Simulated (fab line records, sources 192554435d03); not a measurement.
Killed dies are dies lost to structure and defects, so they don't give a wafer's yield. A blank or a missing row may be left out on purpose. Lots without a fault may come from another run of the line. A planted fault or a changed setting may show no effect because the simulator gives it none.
One fault seen from 3 desks | flow n5_finfet | each desk has only its own numbers; what lay behind them comes last

THE DEFECT DESK
What the inspections along the route counted, lot by lot: means of the sampled wafers that have a number. A lot is out of limits, marked OUT, if its mean lies more than 4 standard deviations from the usual mean; the brackets give that distance.
Columns: A = raw_defect_count at N5_BEOL_M10_INSPECT_30, usual 416
lot  | first seen here | A
L958 | day 10 17:52    | 408
L961 | day 11 10:01    | 368
L970 | day 13 11:50    | 477
L969 | day 13 15:35    | 313
L972 | day 14 03:22    | 562
L977 | day 15 16:25    | 372
This desk's finding: nothing out of limits on any of the 6 lots.

THE TOOL OWNER'S DESK: rie_diel-03
The tool's own readings at N5_BEOL_M10_VIA_ETCH_34 (etches SiCOH lowk in C4F6/O2, target depth 184.5 nm, time 69.2 s): means of the sampled wafers that have a number, for each lot that ran on this tool. A lot is out of limits, marked OUT, if its mean lies more than 4 standard deviations from the usual mean; the brackets give that distance.
Columns: A = drypump_motor_current_A at N5_BEOL_M10_VIA_ETCH_34, usual 5.6 A; B = oes_product_au at N5_BEOL_M10_VIA_ETCH_34, usual 0.78 a.u.; C = rf_vpp_V at N5_BEOL_M10_VIA_ETCH_34, usual 674 V; D = showerhead_plenum_p_Torr at N5_BEOL_M10_VIA_ETCH_34, usual 2.89 Torr; E = throttle_valve_pct at N5_BEOL_M10_VIA_ETCH_34, usual 20.98 %
lot  | first seen here | A   | B    | C   | D    | E
L958 | day 10 18:27    | 5.7 | 0.74 | 685 | 2.96 | 21.11
L970 | day 13 12:22    | 5.7 | 0.82 | 675 | 2.81 | 20.91
L969 | day 13 15:51    | 5.2 | 0.93 | 686 | 3.00 | 20.80
This desk's finding: nothing out of limits on any of the 3 lots.

THE METROLOGY DESK
What the gauges read, lot by lot, whatever tool the lot ran on: means of the sampled wafers that have a number. A lot is out of limits, marked OUT, if its mean lies more than 4 standard deviations from the usual mean; the brackets give that distance.
Columns: A = cd_nm at N5_BEOL_M10_CD_MEAS_28, usual 69.4 nm; B = V9_OVL at N5_BEOL_M10_OVL_MEAS_29, usual 0.6 nm
lot  | first seen here | A    | B
L958 | day 10 17:49    | 69.3 | 0.9
L961 | day 11 09:58    | 67.0 | 0.6
L970 | day 13 11:47    | 67.5 | 0.6
L969 | day 13 15:32    | 71.0 | 0.3
L972 | day 14 03:19    | 68.2 | 0.5
L977 | day 15 16:22    | 70.0 | 1.2
This desk's finding: nothing out of limits on any of the 6 lots.

PUT TOGETHER
The defect desk saw nothing out of limits.
The tool owner's desk saw nothing out of limits.
The metrology desk saw nothing out of limits.

WHAT THE SIMULATOR HAD PUT IN
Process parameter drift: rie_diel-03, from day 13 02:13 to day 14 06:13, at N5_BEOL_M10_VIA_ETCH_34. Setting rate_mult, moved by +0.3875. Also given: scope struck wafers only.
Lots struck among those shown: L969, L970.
